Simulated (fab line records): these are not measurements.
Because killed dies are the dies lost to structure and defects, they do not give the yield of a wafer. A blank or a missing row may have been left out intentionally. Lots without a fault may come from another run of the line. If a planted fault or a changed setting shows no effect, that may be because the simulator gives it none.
fab line records	flow nand_harc
record lots=12	wafers=36	last_day=32
route steps=1302 shown P_START@1 P_ZERO_WELL@56 P_STI@87 END@1302
lots untouched by any fault: they come from a run of this same line in which no faults occurred
start_h: start of the lot's first displayed wafer, in hours after the record's first day	wait_h: time in hours since the lot's previous step	" unchanged from the row above	L1.1+2: several wafers, shown together as one row	- value missing, or start not given	* or withheld: withheld	< > ~ a bound
route shown NAME@n: names a module that has steps shown in the file, with the first one's number in the route	usual: mean and standard deviation over wafers with no fault	same: alike in all rows	chamber/n: place in a boat	sites: per-site readings	_std_site: their standard deviation	_edge_site: mean of outer sites minus mean of inner sites	radius_mm: how far each site lies from the wafer's centre	mask NAME#n: copy n	behind: tool/chamber where the wafer was last shaped	hold: why the lot was held/for how many hours/how that ended	device: whichever transistor did not switch (one of n, p or np)	end of line: tests run on the same wafers once the route is complete	a step with no rows: only its recipe	killed: count of dies lost to structure and defects at first sort (not the wafer's yield)	map: shows each die of a wafer: x if killed, . if not, _ if none is there
set.NAME: the setting as run; set.NAME@STEP: as run at that earlier step	model.NAME: the simulator's own value behind a step, which no gauge read
route steps across a sampled set of lots; one table per step, one row per wafer
services: a tool's chamber out of use, with start hour (start_h, from the record's first day; less than 0 if before it), hours out, and reason
## steps
# step NHARC_P_START_INSPECT_01
# usual raw_defect_count=3.7/1.9
lot.wafer	tool	chamber	start_h	wait_h	raw_defect_count
L761.2	defect_inspect-02	-	30.04	-	1
L761.4	"	-	"	"	7
L761.5	"	-	"	"	3
L762.1	defect_inspect-02	-	40.03	-	1
L762.3	"	-	"	"	4
L762.4	"	-	"	"	8
L763.1	defect_inspect-01	-	50.04	-	3
L763.4	"	-	"	"	2
L763.5	"	-	"	"	2
L764.2	defect_inspect-01	-	60.04	-	5
L764.3	"	-	"	"	2
L764.4	"	-	"	"	4
L765.1	defect_inspect-01	-	70.04	-	4
L765.3	"	-	"	"	4
L765.4	"	-	"	"	5
L766.2	defect_inspect-02	-	80.04	-	5
L766.3	"	-	"	"	3
L766.4	"	-	"	"	5
L775.1	defect_inspect-01	-	170.04	-	5
L775.3	"	-	"	"	3
L775.6	"	-	"	"	7
L776.2	defect_inspect-01	-	180.04	-	0
L776.5	"	-	"	"	4
L776.6	"	-	"	"	7
L778.2	defect_inspect-02	-	200.05	-	4
L778.3	"	-	"	"	4
L778.5	"	-	"	"	4
L780.2	defect_inspect-01	-	220.04	-	3
L780.3	"	-	"	"	3
L780.5	"	-	"	"	3
L781.3	defect_inspect-02	-	230.04	-	3
L781.4	"	-	"	"	5
L781.6	"	-	"	"	2
L782.1	defect_inspect-02	-	240.03	-	3
L782.3	"	-	"	"	0
L782.4	"	-	"	"	5
# step NHARC_P_ZERO_WELL_EXPOSE_49
# recipe na=0.6	target_cd_nm=2000	dose_mj=22.64	mask_id=P_HVPW
lot.wafer	tool	chamber	start_h	wait_h	mask
L761.2+4+5	krf_scanner-03	0	38.55	-	P_HVPW#0
L762.1+3+4	krf_scanner-03	0	45.35	-	P_HVPW#0
L763.1+4+5	krf_scanner-02	0	55.75	-	P_HVPW#0
L764.2+3+4	krf_scanner-03	0	65.77	-	P_HVPW#0
L765.1+3+4	krf_scanner-01	0	75.92	-	P_HVPW_R1#0
L766.2+3+4	krf_scanner-02	0	85.84	-	P_HVPW#0
L775.1+3+6	krf_scanner-01	0	175.88	-	P_HVPW#0
L776.2+5+6	krf_scanner-01	0	185.49	-	P_HVPW#0
L778.2+3+5	krf_scanner-02	0	205.47	-	P_HVPW#0
L780.2+3+5	krf_scanner-01	0	225.75	-	P_HVPW#0
L781.3+4+6	krf_scanner-01	0	235.82	-	P_HVPW#0
L782.1+3+4	krf_scanner-01	0	245.69	-	P_HVPW#0
# step NHARC_P_ZERO_WELL_CD_MEAS_52
# recipe target_cd_nm=2000	landing_energy_ev=500
# usual cd_nm=1999.9/2.6
lot.wafer	tool	chamber	start_h	wait_h	hold	cd_nm
L761.2	cd_sem-01	0	38.71	-	-	2001.5
L761.4	"	0	"	"	-	1999.9
L761.5	"	0	"	"	-	2001.5
L762.1	cd_sem-02	0	45.50	-	-	2000.8
L762.3	"	0	"	"	-	1998.5
L762.4	"	0	"	"	-	1999.9
L763.1	cd_sem-02	0	55.91	-	-	1995.2
L763.4	"	0	"	"	-	1997.2
L763.5	"	0	"	"	-	1997.2
L764.2	cd_sem-03	0	65.92	-	-	2004.7
L764.3	"	0	"	"	-	2005.3
L764.4	"	0	"	"	-	2004.0
L765.1	cd_sem-02	0	76.07	-	await_dispo/0.2h/release	1920.9
L765.3	"	0	"	"	await_dispo/0.2h/release	1917.2
L765.4	"	0	"	"	await_dispo/0.2h/release	1917.0
L765.1	cd_sem-02	0	-	-	-	1921.0
L765.3	"	0	"	"	-	1916.8
L765.4	"	0	"	"	-	1916.7
L766.2	cd_sem-02	0	85.99	-	-	1996.9
L766.3	"	0	"	"	-	1996.1
L766.4	"	0	"	"	-	1998.0
L775.1	cd_sem-02	0	176.04	-	-	2000.0
L775.3	"	0	"	"	-	2000.4
L775.6	"	0	"	"	-	1999.1
L776.2	cd_sem-03	0	185.64	-	-	2003.0
L776.5	"	0	"	"	-	1997.1
L776.6	"	0	"	"	-	1999.5
L778.2	cd_sem-01	0	205.62	-	-	2001.6
L778.3	"	0	"	"	-	2002.3
L778.5	"	0	"	"	-	2002.3
L780.2	cd_sem-01	0	225.90	-	-	2001.1
L780.3	"	0	"	"	-	2001.8
L780.5	"	0	"	"	-	2001.4
L781.3	cd_sem-03	0	235.97	-	-	2003.4
L781.4	"	0	"	"	-	2000.5
L781.6	"	0	"	"	-	1998.0
L782.1	cd_sem-03	0	245.85	-	-	1998.8
L782.3	"	0	"	"	-	1999.6
L782.4	"	0	"	"	-	1996.0
# step NHARC_P_STI_DESCUM_14
# recipe time_s=3	o2_flow_sccm=200	ar_flow_sccm=0	bias_power_w=0	chemistry=O2
# usual chamber_pressure_mTorr=59.99/0.061	drypump_motor_current_A=5.6/0.36	oes_product_au=0.999/0.014	rf_vpp_V=57.6/0.83	showerhead_plenum_p_Torr=1.91/0.072	throttle_valve_pct=11.309/0.0092
lot.wafer	tool	chamber	start_h	wait_h	chamber_pressure_mTorr	drypump_motor_current_A	oes_product_au	rf_hours_counter_h	rf_vpp_V	showerhead_plenum_p_Torr	throttle_valve_pct
L761.4	rie_diel-11	0	58.13	-	60.00	5.8	1.018	7	58.5	1.94	11.306
L761.2	"	3	"	"	59.98	5.3	0.989	7	58.5	1.86	11.305
L761.5	"	1	"	"	59.98	6.1	0.992	-	58.4	1.88	11.316
L762.3	rie_diel-02	2	65.28	-	60.02	5.5	0.997	1	59.2	2.00	11.300
L762.4	"	3	"	"	59.96	5.8	0.987	1	56.9	2.02	11.302
L762.1	"	0	"	"	59.98	5.1	0.983	1	58.1	1.86	11.322
L763.4	rie_diel-02	2	72.66	-	60.01	5.5	0.992	1	59.0	2.00	11.317
L763.1	"	3	"	"	59.99	5.8	0.984	1	58.0	2.02	11.304
L763.5	"	2	"	"	60.03	5.5	0.995	-	58.1	2.00	11.309
L764.4	rie_diel-01	1	83.09	-	60.06	5.5	1.004	4	57.1	1.93	11.308
L764.3	"	3	"	"	59.91	5.4	0.992	4	59.4	2.04	11.304
L764.2	"	0	"	"	59.97	6.3	1.024	4	57.7	1.85	11.312
L765.1	rie_diel-11	3	93.86	-	59.97	5.4	0.997	0	58.0	1.86	11.313
L765.4	"	1	"	"	60.08	6.1	1.007	0	56.9	1.88	11.304
L765.3	"	2	"	"	59.99	5.3	0.987	0	58.6	1.93	11.296
L766.4	rie_diel-02	3	105.01	-	59.98	5.8	0.985	4	57.3	2.02	11.302
L766.2	"	1	"	"	60.04	6.1	1.003	3	57.5	1.80	11.298
L766.3	"	2	"	"	60.05	5.5	0.996	4	57.8	2.00	11.297
L775.1	rie_diel-02	0	193.37	-	59.98	5.1	0.990	7	56.8	1.86	11.298
L775.3	"	1	"	"	59.96	6.1	1.006	9	56.4	1.80	11.318
L775.6	"	0	"	"	59.82	5.1	0.985	-	57.9	1.86	11.315
L776.2	rie_diel-11	1	203.79	-	60.09	6.1	1.013	5	58.5	1.88	11.304
L776.6	"	2	"	"	59.97	5.3	0.997	-	58.9	1.93	11.291
L776.5	"	3	"	"	59.97	5.4	0.987	-	58.3	1.86	11.318
L778.3	rie_diel-11	1	223.73	-	60.09	6.1	1.013	6	58.7	1.88	11.313
L778.2	"	0	"	"	59.98	5.7	1.007	6	57.3	1.94	11.320
L778.5	"	1	"	"	59.97	6.1	1.015	-	57.4	1.88	11.309
L780.3	rie_diel-01	0	245.14	-	59.87	6.3	1.028	3	57.2	1.85	11.301
L780.2	"	1	"	"	59.93	5.6	0.997	3	58.2	1.93	11.323
L780.5	"	3	"	"	60.02	5.4	1.018	-	57.4	2.03	11.320
L781.3	rie_diel-01	2	253.19	-	59.98	5.3	0.985	3	57.7	1.82	11.312
L781.4	"	3	"	"	59.93	5.3	1.014	4	57.0	2.03	11.310
L781.6	"	1	"	"	60.04	5.6	0.993	-	57.5	1.93	11.311
L782.4	rie_diel-11	3	265.44	-	60.05	5.3	0.972	0	58.5	1.86	11.301
L782.1	"	0	"	"	60.01	5.7	1.021	0	57.3	1.94	11.310
L782.3	"	2	"	"	60.05	5.3	1.005	0	56.9	1.93	11.319
# step NHARC_P_STI_OCD_MEAS_17
# usual trench_depth_nm=300/5.1	trench_foot_cd_nm=157.2/2.8
lot.wafer	tool	chamber	start_h	wait_h	trench_depth_nm	trench_foot_cd_nm
L761.2	ocd-02	-	58.65	0.1	292	158.5
L761.4	"	-	"	"	302	156.2
L761.5	"	-	"	"	304	159.9
L762.1	ocd-01	-	65.80	0.1	305	157.0
L762.3	"	-	"	"	294	155.9
L762.4	"	-	"	"	304	155.1
L763.1	ocd-01	-	73.65	0.1	303	158.8
L763.4	"	-	"	"	299	159.9
L763.5	"	-	"	"	303	158.0
L764.2	ocd-01	-	83.62	0.1	302	157.2
L764.3	"	-	"	"	299	153.0
L764.4	"	-	"	"	297	157.1
L765.1	ocd-02	-	94.39	0.1	299	158.7
L765.3	"	-	"	"	296	154.1
L765.4	"	-	"	"	307	156.6
L766.2	ocd-01	-	105.53	0.1	302	152.7
L766.3	"	-	"	"	300	154.9
L766.4	"	-	"	"	301	155.4
L775.1	ocd-01	-	193.90	0.1	293	161.8
L775.3	"	-	"	"	292	155.7
L775.6	"	-	"	"	300	158.8
L776.2	ocd-02	-	204.32	0.1	300	157.6
L776.5	"	-	"	"	291	161.4
L776.6	"	-	"	"	298	161.6
L778.2	ocd-01	-	224.26	0.1	303	158.6
L778.3	"	-	"	"	296	160.7
L778.5	"	-	"	"	297	155.9
L780.2	ocd-02	-	245.65	0.1	295	160.7
L780.3	"	-	"	"	304	155.8
L780.5	"	-	"	"	305	161.5
L781.3	ocd-02	-	253.71	0.1	301	159.1
L781.4	"	-	"	"	308	157.0
L781.6	"	-	"	"	294	158.1
L782.1	ocd-01	-	265.97	0.1	303	158.1
L782.3	"	-	"	"	292	160.8
L782.4	"	-	"	"	301	157.6
# step NHARC_END_SORT_01
# recipe temp_c=25
# usual killed_at_array=56/17	killed_at_other=1.2/1.4	killed_at_periphery=4/3.2	killed_dies=61/16	killed_open=3.6/2.1	killed_short=2.7/1.8
# same gross_dies=677
lot.wafer	tool	chamber	start_h	wait_h	killed_at_array	killed_at_other	killed_at_periphery	killed_dies	killed_open	killed_short
L765.1	prober-02	0	609.42	2.5	34	1	14	49	4	8
L765.3	prober-02	0	611.02	3.1	22	3	4	29	2	3
L765.4	prober-02	0	611.82	3.4	23	1	10	34	4	4
# killed by level:class
L765.1 A_CHANNEL_HOLE_D2:chamber_film_flake=11 P_STI:chamber_film_flake=5 P_BONDPAD:chamber_film_flake=5 A_CHANNEL_HOLE_D1:chamber_film_flake=5 A_DECK1_JOINT:chamber_film_flake=4 A_ONON_D2:geometric_particle:short=3 A_ONON_D1:geometric_particle:short=2 P_CONTACT:geometric_particle:short=1
L765.3 A_CHANNEL_HOLE_D2:chamber_film_flake=16 THIN_TSV:chamber_film_flake=3 P_BONDPAD:chamber_film_flake=2 A_CHANNEL_HOLE_D1:chamber_film_flake=2 P_CONTACT:geometric_particle:open=1 A_ONON_D1:geometric_particle:open=1 A_CHANNEL_HOLE_D2:geometric_particle:short=1 A_STAIRCASE:geometric_particle:short=1
L765.4 A_CHANNEL_HOLE_D1:chamber_film_flake=6 A_CHANNEL_HOLE_D2:chamber_film_flake=5 P_STI:chamber_film_flake=3 P_ZERO_WELL:chamber_film_flake=3 P_BONDPAD:chamber_film_flake=3 P_CONTACT:geometric_particle:short=1 A_ONON_D1:geometric_particle:open=1 A_CHANNEL_FILL_D1:geometric_particle:short=1
## services
tool	chamber	start_h	hours	kind
krf_scanner-03	-	15.61	2.7	repair
rie_diel-01	-	26.81	9.0	pm
rie_diel-02	1	29.31	3.1	repair
rie_diel-02	-	39.70	9.0	pm
krf_scanner-03	-	46.22	0.2	repair
krf_scanner-03	-	52.02	4.0	pm
rie_diel-11	-	59.13	0.4	repair
rie_diel-11	-	78.52	9.0	pm
krf_scanner-02	-	94.00	4.0	pm
rie_diel-11	2	105.46	7.6	repair
rie_diel-01	1	113.05	7.2	repair
rie_diel-02	-	118.94	0.8	repair
rie_diel-02	0	121.72	1.5	repair
rie_diel-02	0	128.83	4.5	repair
krf_scanner-01	-	140.00	4.0	pm
rie_diel-02	0	145.81	1.9	repair
krf_scanner-03	-	156.21	1.4	repair
krf_scanner-01	-	195.89	0.3	repair
rie_diel-02	0	210.71	9.6	repair
rie_diel-02	-	216.70	9.0	pm
rie_diel-11	2	225.65	1.4	repair
rie_diel-11	3	243.87	2.7	repair
rie_diel-11	3	251.00	7.5	repair
krf_scanner-01	-	262.15	1.1	repair
## key
first_sign step=NHARC_P_ZERO_WELL_EXPOSE_49	reading=mask	direction=changed
effect step=NHARC_P_ZERO_WELL_CD_MEAS_52	reading=visit	direction=added
effect step=NHARC_P_ZERO_WELL_CD_MEAS_52	reading=cd_nm	direction=down	sigmas=31	usual=1999.9	struck=1918.4
met_at NHARC_P_ZERO_WELL_EXPOSE_49
struck_lots L765
tester_left_out L765
not_acting_at NHARC_P_START_INSPECT_01,NHARC_P_STI_DESCUM_14,NHARC_P_STI_OCD_MEAS_17
fault kind=wrong_mask	tool=any	chamber=-	onset_h=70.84	steps=NHARC_P_ZERO_WELL_EXPOSE_49	aux_copy=P_HVPW_R1#0	cd_offset_nm=-77.533	scope=struck_lots_only
# tester_left_out: of these lots the tester's yield and bins aren't shown, on N5 and GAA mostly nor the transistor test; their killed dies are dies lost to structure and defects alone, not to doping, threshold or leakage, so they don't give the yield
